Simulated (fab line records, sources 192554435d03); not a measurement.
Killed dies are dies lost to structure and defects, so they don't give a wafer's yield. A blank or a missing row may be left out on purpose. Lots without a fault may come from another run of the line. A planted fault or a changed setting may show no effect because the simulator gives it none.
Which tool did it? | flow n5_finfet | 24 lots, 72 wafers sampled, at 5 steps of a route of 1938

WHAT THE GAUGES READ, wafer by wafer
N5_BEOL_M0_SAQP_OVL_MEAS_41. Usual: M0_CUT1_OVL 0.4 nm, standard deviation 0.74.
lot  | measured     | on         | M0_CUT1_OVL (nm) | flag
L074 | day 5 17:05  | overlay-01 | 1.6 0.2 1.4      |
L075 | day 5 21:11  | overlay-01 | 0.3 -0.2 -0.7    |
L076 | day 6 03:28  | overlay-02 | -1.2 -0.5 -0.3   |
L077 | day 6 08:35  | overlay-01 | 1.1 1.1 1.8      |
L078 | day 6 19:14  | overlay-01 | 1.3 1.3 0.9      |
L079 | day 6 23:46  | overlay-02 | 1.1 1.1 1.0      |
L080 | day 7 11:49  | overlay-01 | -0.2 -0.8 -0.7   |
L081 | day 7 12:22  | overlay-01 | 1.2 0.3 0.9      |
L082 | day 7 16:11  | overlay-02 | -0.3 0.3 0.6     |
L083 | day 7 20:48  | overlay-01 | 0.5 0.3 1.4      |
L084 | day 8 06:17  | overlay-02 | 0.8 0.5 0.2      |
L085 | day 8 14:45  | overlay-02 | 0.0 0.3 -0.1     |
L086 | day 8 21:07  | overlay-02 | -0.7 0.5 -0.1    |
L087 | day 9 01:17  | overlay-02 | 0.1 0.1 1.3      |
L088 | day 9 09:11  | overlay-02 | 0.1 0.3 -0.1     |
L089 | day 9 14:11  | overlay-02 | 1.1 -0.2 0.3     |
L090 | day 9 20:17  | overlay-01 | 0.9 1.2 -0.9     |
L091 | day 10 01:01 | overlay-01 | 0.8 -0.1 0.4     |
L092 | day 10 05:04 | overlay-01 | 0.7 0.9 -0.3     |
L093 | day 10 10:54 | overlay-01 | 0.7 0.7 0.5      |
L094 | day 10 20:07 | overlay-02 | 1.6 0.4 1.6      |
L095 | day 10 23:18 | overlay-01 | 0.3 0.7 -0.2     |
L096 | day 11 06:38 | overlay-02 | -0.1 0.9 -0.4    |
L097 | day 11 11:17 | overlay-02 | 0.1 -0.8 0.8     |

N5_BEOL_M0_OCD_MEAS_108. Usual: trench_depth_nm 32.9 nm, standard deviation 0.65.
lot  | measured     | on     | trench_depth_nm (nm) | flag
L074 | day 5 20:03  | ocd-02 | 34.0 33.1 34.0       |
L075 | day 6 00:23  | ocd-01 | 32.1 33.0 32.1       |
L076 | day 6 05:43  | ocd-01 | 33.3 32.6 32.4       |
L077 | day 6 12:39  | ocd-02 | 33.6 33.3 33.3       |
L078 | day 6 22:41  | ocd-01 | 33.0 33.8 33.4       |
L079 | day 7 03:13  | ocd-02 | 32.9 32.9 34.1       |
L080 | day 7 15:02  | ocd-01 | 32.7 34.0 32.5       |
L081 | day 7 16:39  | ocd-01 | 33.6 33.1 33.9       |
L082 | day 7 19:59  | ocd-01 | 32.7 33.6 33.8       |
L083 | day 7 23:12  | ocd-02 | 32.5 33.8 32.7       |
L084 | day 8 10:11  | ocd-02 | 33.2 32.4 32.7       |
L085 | day 8 17:48  | ocd-01 | 33.1 32.9 33.2       |
L086 | day 9 01:37  | ocd-01 | 32.9 32.5 32.3       |
L087 | day 9 04:14  | ocd-01 | 32.1 32.3 32.8       |
L088 | day 9 12:59  | ocd-02 | 31.6 32.5 32.0       |
L089 | day 9 17:18  | ocd-02 | 32.6 31.8 31.8       |
L090 | day 9 23:55  | ocd-01 | 33.3 34.1 33.2       |
L091 | day 10 04:31 | ocd-02 | 33.5 32.9 33.5       |
L092 | day 10 09:27 | ocd-01 | 32.4 32.1 32.4       |
L093 | day 10 13:09 | ocd-02 | 32.3 32.0 31.9       |
L094 | day 10 22:43 | ocd-02 | 32.2 33.1 32.0       |
L095 | day 11 05:38 | ocd-01 | 33.0 33.0 33.9       |
L096 | day 11 11:25 | ocd-02 | 32.8 33.6 34.8       |
L097 | day 11 15:51 | ocd-01 | 32.6 33.4 33.0       |

WHICH TOOL RAN EACH LOT (tool, then ch and the chambers of the sampled wafers, then the start)
lot  | N5_BEOL_M0_SAQP_ETCH_106           | N5_BEOL_M0_SAQP_STRIP_75           | N5_BEOL_M0_CUTY_ETCH_62
L074 | rie_diel-01 ch 0,2,3, day 5 15:39  | rie_diel-05 ch 1,2, day 5 18:08    | rie_diel-06 ch 0,1,2, day 5 18:48
L075 | rie_diel-05 ch 0,2,3, day 5 19:37  | rie_diel-05 ch 0,2,3, day 5 22:51  | rie_diel-06 ch 0,1,2, day 5 23:31
L076 | rie_diel-05 ch 0,1,3, day 6 01:08  | rie_diel-04 ch 1,2,3, day 6 04:28  | rie_diel-06 ch 1,2,3, day 6 04:59
L077 | rie_diel-01 ch 0,3, day 6 06:52    | rie_diel-04 ch 1,2,3, day 6 11:29  | rie_diel-03 ch 0,1,3, day 6 11:53
L078 | rie_diel-04 ch 0,1,2, day 6 16:44  | rie_diel-04 ch 0,1, day 6 20:30    | rie_diel-06 ch 0,1,3, day 6 20:53
L079 | rie_diel-05 ch 2,3, day 6 22:22    | rie_diel-04 ch 1,3, day 7 00:45    | rie_diel-06 ch 0,1,3, day 7 01:16
L080 | rie_diel-05 ch 1,3, day 7 10:18    | rie_diel-04 ch 1,3, day 7 13:25    | rie_diel-02 ch 0,1,3, day 7 13:56
L081 | rie_diel-04 ch 2,3, day 7 10:51    | rie_diel-01 ch 0,1,3, day 7 13:46  | rie_diel-03 ch 2,3, day 7 14:17
L082 | rie_diel-05 ch 1,3, day 7 14:40    | rie_diel-04 ch 0,3, day 7 17:11    | rie_diel-03 ch 0,1, day 7 17:34
L083 | rie_diel-01 ch 0,1,2, day 7 19:07  | rie_diel-01 ch 0,2,3, day 7 21:48  | rie_diel-06 ch 0,3, day 7 22:19
L084 | rie_diel-04 ch 0,2, day 8 04:54    | rie_diel-01 ch 1,3, day 8 07:17    | rie_diel-06 ch 0,2, day 8 07:49
L085 | rie_diel-04 ch 2,3, day 8 13:22    | rie_diel-01 ch 1,3, day 8 15:45    | rie_diel-03 ch 1,2, day 8 16:16
L086 | rie_diel-01 ch 0,3, day 8 17:01    | rie_diel-05 ch 0,2,3, day 8 22:16  | rie_diel-03 ch 0,1,3, day 8 23:32
L087 | rie_diel-01 ch 0,1,3, day 8 23:48  | rie_diel-04 ch 0,1,2, day 9 02:21  | rie_diel-06 ch 1,2,3, day 9 02:52
L088 | rie_diel-05 ch 2,3, day 9 07:35    | rie_diel-05 ch 0,2,3, day 9 10:11  | rie_diel-06 ch 1,2,3, day 9 10:58
L089 | rie_diel-05 ch 0,2, day 9 12:47    | rie_diel-01 ch 1,2,3, day 9 15:19  | rie_diel-03 ch 0,1,3, day 9 15:57
L090 | rie_diel-01 ch 0,1,2, day 9 18:53  | rie_diel-04 ch 0,1,3, day 9 21:17  | rie_diel-02 ch 1,2,3, day 9 21:49
L091 | rie_diel-05 ch 0,2, day 9 23:27    | rie_diel-04 ch 0,2, day 10 02:13   | rie_diel-03 ch 0,3, day 10 02:44
L092 | rie_diel-04 ch 1,2,3, day 10 03:33 | rie_diel-05 ch 0,2,3, day 10 06:04 | rie_diel-03 ch 2,3, day 10 06:35
L093 | rie_diel-01 ch 0,1,2, day 10 09:20 | rie_diel-05 ch 0,1, day 10 11:54   | rie_diel-02 ch 1,2,3, day 10 12:17
L094 | rie_diel-04 ch 0,1,2, day 10 18:43 | rie_diel-05 ch 1,2, day 10 21:28   | rie_diel-06 ch 0,1,2, day 10 21:58
L095 | rie_diel-05 ch 0,2,3, day 10 21:46 | rie_diel-04 ch 2,3, day 11 00:38   | rie_diel-02 ch 0,1, day 11 01:09
L096 | rie_diel-01 ch 0,3, day 11 04:46   | rie_diel-05 ch 0,2,3, day 11 08:13 | rie_diel-03 ch 0,3, day 11 08:43
L097 | rie_diel-04 ch 0,3, day 11 09:45   | rie_diel-01 ch 0,1,3, day 11 12:17 | rie_diel-02 ch 0,1,2, day 11 13:16
- N5_BEOL_M0_SAQP_ETCH_106: etches SOC in N2/H2, stops on SiNx, target depth 150 nm.
- N5_BEOL_M0_SAQP_STRIP_75: strips in CF4.
- N5_BEOL_M0_CUTY_ETCH_62: etches SiARC in CF4, time 58.5 s.

WHAT THE TOOLS THEMSELVES READ (means of the sampled wafers that have a number; where no wafer has one, the mark that the record gives instead)
N5_BEOL_M0_SAQP_ETCH_106. Usual: drypump_motor_current_A 5.7 A, standard deviation 0.35; h2_flow_sccm 199.9 sccm, standard deviation 0.59; oes_product_au 0.76 a.u., standard deviation 0.084; rf_vpp_V 240.5 V, standard deviation 1.4; showerhead_plenum_p_Torr 2.54 Torr, standard deviation 0.09; throttle_valve_pct 17.78 %, standard deviation 0.22.
lot  | tool        | drypump_motor_current_A (A) | h2_flow_sccm (sccm) | oes_product_au (a.u.) | rf_vpp_V (V) | showerhead_plenum_p_Torr (Torr) | throttle_valve_pct (%) | flag
L074 | rie_diel-01 | 5.4                         | 200.1               | 0.71                  | 241.8        | 2.63                            | 17.91                  |
L075 | rie_diel-05 | 5.7                         | 199.3               | 0.79                  | 239.8        | 2.49                            | 17.68                  |
L076 | rie_diel-05 | 5.8                         | 200.4               | 0.75                  | 239.0        | 2.40                            | 17.83                  |
L077 | rie_diel-01 | 5.4                         | 199.5               | 0.68                  | 241.9        | 2.62                            | 17.86                  |
L078 | rie_diel-04 | 6.2                         | 200.0               | 0.77                  | 240.9        | 2.59                            | 17.67                  |
L079 | rie_diel-05 | 5.5                         | 200.4               | 0.85                  | 241.1        | 2.56                            | 17.55                  |
L080 | rie_diel-05 | 5.6                         | 199.4               | 0.75                  | 238.2        | 2.41                            | 17.78                  |
L081 | rie_diel-04 | 5.5                         | 200.0               | 0.80                  | 240.8        | 2.55                            | 17.61                  |
L082 | rie_diel-05 | 5.6                         | 200.2               | 0.77                  | 238.6        | 2.38                            | 17.82                  |
L083 | rie_diel-01 | 5.5                         | 199.7               | 0.69                  | 241.3        | 2.60                            | 18.03                  |
L084 | rie_diel-04 | 5.9                         | 199.4               | 0.77                  | 241.4        | 2.60                            | 17.70                  |
L085 | rie_diel-04 | 5.5                         | 199.6               | 0.79                  | 240.5        | 2.54                            | 17.61                  |
L086 | rie_diel-01 | 5.4                         | 199.6               | 0.81                  | 241.6        | 2.62                            | 17.72                  |
L087 | rie_diel-01 | 5.5                         | 200.1               | 0.79                  | 241.6        | 2.59                            | 17.81                  |
L088 | rie_diel-05 | 5.6                         | 199.9               | 0.82                  | 240.4        | 2.55                            | 17.57                  |
L089 | rie_diel-05 | 5.7                         | 200.4               | 0.81                  | 241.3        | 2.54                            | 17.65                  |
L090 | rie_diel-01 | 5.5                         | 199.8               | 0.78                  | 241.1        | 2.59                            | 17.90                  |
L091 | rie_diel-05 | 5.9                         | 199.7               | 0.74                  | 239.6        | 2.47                            | 17.81                  |
L092 | rie_diel-04 | 5.8                         | 200.1               | 0.77                  | 240.0        | 2.52                            | 17.62                  |
L093 | rie_diel-01 | 5.4                         | 199.8               | 0.77                  | 241.4        | 2.59                            | 17.91                  |
L094 | rie_diel-04 | 6.2                         | 200.1               | 0.74                  | 242.0        | 2.58                            | 17.72                  |
L095 | rie_diel-05 | 5.7                         | 199.7               | 0.75                  | 239.4        | 2.48                            | 17.76                  |
L096 | rie_diel-01 | 5.4                         | 200.5               | 0.76                  | 242.1        | 2.61                            | 17.75                  |
L097 | rie_diel-04 | 5.8                         | 199.8               | 0.82                  | 240.4        | 2.55                            | 17.90                  |

N5_BEOL_M0_SAQP_STRIP_75. Usual: drypump_motor_current_A 5.8 A, standard deviation 0.42; oes_product_au 0.178 a.u., standard deviation 0.017; rf_vpp_V 270.8 V, standard deviation 1.6; showerhead_plenum_p_Torr 1.79 Torr, standard deviation 0.064; throttle_valve_pct 13.57 %, standard deviation 0.23.
lot  | tool        | drypump_motor_current_A (A) | oes_product_au (a.u.) | rf_vpp_V (V) | showerhead_plenum_p_Torr (Torr) | throttle_valve_pct (%) | flag
L074 | rie_diel-05 | 5.6                         | 0.204                 | 270.7        | 1.78                            | 13.33                  |
L075 | rie_diel-05 | 5.7                         | 0.185                 | 270.0        | 1.77                            | 13.51                  |
L076 | rie_diel-04 | 5.8                         | 0.182                 | 272.0        | 1.78                            | 13.35                  |
L077 | rie_diel-04 | 5.8                         | 0.181                 | 271.0        | 1.78                            | 13.35                  |
L078 | rie_diel-04 | 6.6                         | 0.186                 | 272.3        | 1.86                            | 13.67                  |
L079 | rie_diel-04 | 5.8                         | 0.194                 | 270.5        | 1.76                            | 13.36                  |
L080 | rie_diel-04 | 6.1                         | 0.176                 | 271.2        | 1.77                            | 13.43                  |
L081 | rie_diel-01 | 5.5                         | 0.163                 | 272.2        | 1.83                            | 13.74                  |
L082 | rie_diel-04 | 5.8                         | 0.198                 | 271.2        | 1.80                            | 13.46                  |
L083 | rie_diel-01 | 5.4                         | 0.162                 | 271.9        | 1.85                            | 13.73                  |
L084 | rie_diel-01 | 5.6                         | 0.164                 | 271.4        | 1.81                            | 13.75                  |
L085 | rie_diel-01 | 5.6                         | 0.164                 | 270.5        | 1.81                            | 13.76                  |
L086 | rie_diel-05 | 5.7                         | 0.176                 | 270.7        | 1.76                            | 13.56                  |
L087 | rie_diel-04 | 6.3                         | 0.176                 | 272.1        | 1.83                            | 13.55                  |
L088 | rie_diel-05 | 5.7                         | 0.181                 | 270.0        | 1.76                            | 13.57                  |
L089 | rie_diel-01 | 5.5                         | 0.164                 | 271.8        | 1.83                            | 13.78                  |
L090 | rie_diel-04 | 6.2                         | 0.189                 | 271.0        | 1.80                            | 13.56                  |
L091 | rie_diel-04 | 5.9                         | 0.177                 | 270.8        | 1.83                            | 13.50                  |
L092 | rie_diel-05 | 5.7                         | 0.176                 | 269.8        | 1.76                            | 13.59                  |
L093 | rie_diel-05 | 5.9                         | 0.163                 | 269.4        | 1.70                            | 13.83                  |
L094 | rie_diel-05 | 5.6                         | 0.190                 | 270.5        | 1.78                            | 13.39                  |
L095 | rie_diel-04 | 5.5                         | 0.188                 | 270.5        | 1.76                            | 13.36                  |
L096 | rie_diel-05 | 5.7                         | 0.176                 | 270.4        | 1.76                            | 13.59                  |
L097 | rie_diel-01 | 5.4                         | 0.181                 | 271.9        | 1.82                            | 13.61                  |

N5_BEOL_M0_CUTY_ETCH_62. Usual: drypump_motor_current_A 5.6 A, standard deviation 0.41; etch_rf_on_time_s 58.0 s, standard deviation 1.5; oes_product_au 0.68 a.u., standard deviation 0.08; rf_vpp_V 184.1 V, standard deviation 1; showerhead_plenum_p_Torr 2.15 Torr, standard deviation 0.068; throttle_valve_pct 15.65 %, standard deviation 0.25.
lot  | tool        | drypump_motor_current_A (A) | etch_rf_on_time_s (s) | oes_product_au (a.u.) | rf_vpp_V (V) | showerhead_plenum_p_Torr (Torr) | throttle_valve_pct (%) | flag
L074 | rie_diel-06 | 5.5                         | 58.8                  | 0.68                  | 184.0        | 2.21                            | 15.52                  |
L075 | rie_diel-06 | 5.5                         | 58.6                  | 0.68                  | 184.6        | 2.21                            | 15.54                  |
L076 | rie_diel-06 | 5.2                         | 58.8                  | 0.75                  | 185.1        | 2.20                            | 15.56                  |
L077 | rie_diel-03 | 5.9                         | 56.1                  | 0.67                  | 184.3        | 2.12                            | 15.75                  |
L078 | rie_diel-06 | 5.4                         | 59.5                  | 0.67                  | 183.8        | 2.14                            | 15.70                  |
L079 | rie_diel-06 | 5.3                         | 59.6                  | 0.67                  | 183.8        | 2.14                            | 15.70                  |
L080 | rie_diel-02 | 5.5                         | 57.4                  | 0.73                  | 183.9        | 2.14                            | 15.55                  |
L081 | rie_diel-03 | 5.7                         | 57.1                  | 0.69                  | 185.1        | 2.22                            | 15.58                  |
L082 | rie_diel-03 | 5.7                         | 57.3                  | 0.61                  | 183.3        | 2.06                            | 15.85                  |
L083 | rie_diel-06 | 5.5                         | 59.2                  | 0.66                  | 183.4        | 2.11                            | 15.61                  |
L084 | rie_diel-06 | 5.7                         | 58.9                  | 0.66                  | 185.5        | 2.16                            | 15.44                  |
L085 | rie_diel-03 | 5.7                         | 57.9                  | 0.64                  | 184.6        | 2.20                            | 15.84                  |
L086 | rie_diel-03 | 5.9                         | 57.2                  | 0.64                  | 183.5        | 2.11                            | 15.78                  |
L087 | rie_diel-06 | 5.2                         | 58.8                  | 0.71                  | 185.1        | 2.19                            | 15.60                  |
L088 | rie_diel-06 | 5.2                         | 58.9                  | 0.72                  | 184.5        | 2.19                            | 15.61                  |
L089 | rie_diel-03 | 5.9                         | 57.1                  | 0.64                  | 183.7        | 2.11                            | 15.81                  |
L090 | rie_diel-02 | 5.6                         | 57.5                  | 0.69                  | 183.3        | 2.13                            | 15.62                  |
L091 | rie_diel-03 | 5.7                         | 58.9                  | 0.62                  | 182.4        | 2.08                            | 15.66                  |
L092 | rie_diel-03 | 6.0                         | 57.3                  | 0.69                  | 184.5        | 2.19                            | 15.55                  |
L093 | rie_diel-02 | 5.6                         | 57.9                  | 0.68                  | 185.0        | 2.13                            | 15.63                  |
L094 | rie_diel-06 | 5.5                         | 58.8                  | 0.65                  | 185.0        | 2.19                            | 15.60                  |
L095 | rie_diel-02 | 5.9                         | 56.5                  | 0.68                  | 182.9        | 2.12                            | 15.66                  |
L096 | rie_diel-03 | 5.9                         | 57.2                  | 0.75                  | 184.3        | 2.20                            | 15.43                  |
L097 | rie_diel-02 | 5.7                         | 57.3                  | 0.70                  | 183.9        | 2.10                            | 15.61                  |

THE ANSWER, worked out from the rows above alone
Rule: a lot is off if the mean of its wafers that have a number lies more than 3 standard deviations from the usual mean. A lot without any number at a reading at which 4 lots or more have one is off too. The other lots that the step has rows for count as sound. The gauges are gone through in route order, then the tools' own readings, and for those a lot's mean is taken as printed above. The first step at which some lot is off is used, and at that step the reading that is off furthest; a lot without a number counts as furthest.
No lot is off at any reading shown: from this, nothing can be told.

WHAT THE SIMULATOR HAD PUT IN
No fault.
